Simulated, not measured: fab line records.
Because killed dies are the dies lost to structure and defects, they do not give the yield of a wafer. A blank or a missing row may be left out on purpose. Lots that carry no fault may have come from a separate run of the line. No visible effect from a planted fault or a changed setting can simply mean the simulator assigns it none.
Matching of chambers || flow n5 finfet || N5_MIM_TOP_ALD_00 on ald hk-03: 4 sister chambers
The step deposits Al2O3, purge time 3 s, co reactant pulse time 3 s. 8 wafers are shown with their chamber, then 8 later ones without.

## EACH WAFER AND ITS CHAMBER
{"wafer": "L983.5", "chamber": 2, "precursor pulse height rel": 1.035}
{"wafer": "L989.1", "chamber": 2, "precursor pulse height rel": 1.018}
{"wafer": "L985.1", "chamber": 1, "precursor pulse height rel": 1.000}
{"wafer": "L985.5", "chamber": 3, "precursor pulse height rel": 0.998}
{"wafer": "L994.1", "chamber": 0, "precursor pulse height rel": 1.002}
{"wafer": "L994.4", "chamber": 1, "precursor pulse height rel": 0.995}
{"wafer": "L994.5", "chamber": 3, "precursor pulse height rel": 1.011}
{"wafer": "L100.2", "chamber": 0, "precursor pulse height rel": 0.985}

## WAFERS WITHOUT THEIR CHAMBER
{"wafer": "L100.4", "precursor pulse height rel": 0.998}
{"wafer": "L100.5", "precursor pulse height rel": 1.012}
{"wafer": "L101.2", "precursor pulse height rel": 0.994}
{"wafer": "L101.3", "precursor pulse height rel": 1.011}
{"wafer": "L101.4", "precursor pulse height rel": 0.989}
{"wafer": "L102.2", "precursor pulse height rel": 0.987}
{"wafer": "L102.4", "precursor pulse height rel": 1.006}
{"wafer": "L102.5", "precursor pulse height rel": 1.003}

## EACH ONE'S CHAMBER
{"wafer": "L100.4", "from the rows above": "can't be placed: 1 or 0 or 3", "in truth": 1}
{"wafer": "L100.5", "from the rows above": "can't be placed: 3 or 1 or 2 or 0", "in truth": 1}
{"wafer": "L101.2", "from the rows above": "can't be placed: 0 or 1 or 3", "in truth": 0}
{"wafer": "L101.3", "from the rows above": "can't be placed: 3 or 1 or 2 or 0", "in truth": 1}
{"wafer": "L101.4", "from the rows above": "can't be placed: 0 or 1 or 3", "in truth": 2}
{"wafer": "L102.2", "from the rows above": "can't be placed: 0 or 1 or 3", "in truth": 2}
{"wafer": "L102.4", "from the rows above": "can't be placed: 3 or 1 or 0 or 2", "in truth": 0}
{"wafer": "L102.5", "from the rows above": "can't be placed: 3 or 1 or 0", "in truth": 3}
0 of 8 placed correctly. Unplaceable from these rows: 8, with the true chamber sitting among the candidates in 6. Number placed wrongly: 0.
How it was worked out, from the rows above alone: a wafer's distance from a chamber is the root of the sum, over the readings, of the square of ((its reading less the chamber's mean) divided by the reading's scatter). If the next closest chamber is less than 2 further off than the closest, the wafer can't be placed; otherwise it belongs to the closest. Each chamber's mean is taken over the wafers shown for it. The scatter is the square root of a quotient: the sum, over the shown wafers, of each reading's squared deviation from its chamber's mean, divided by wafers minus chambers.
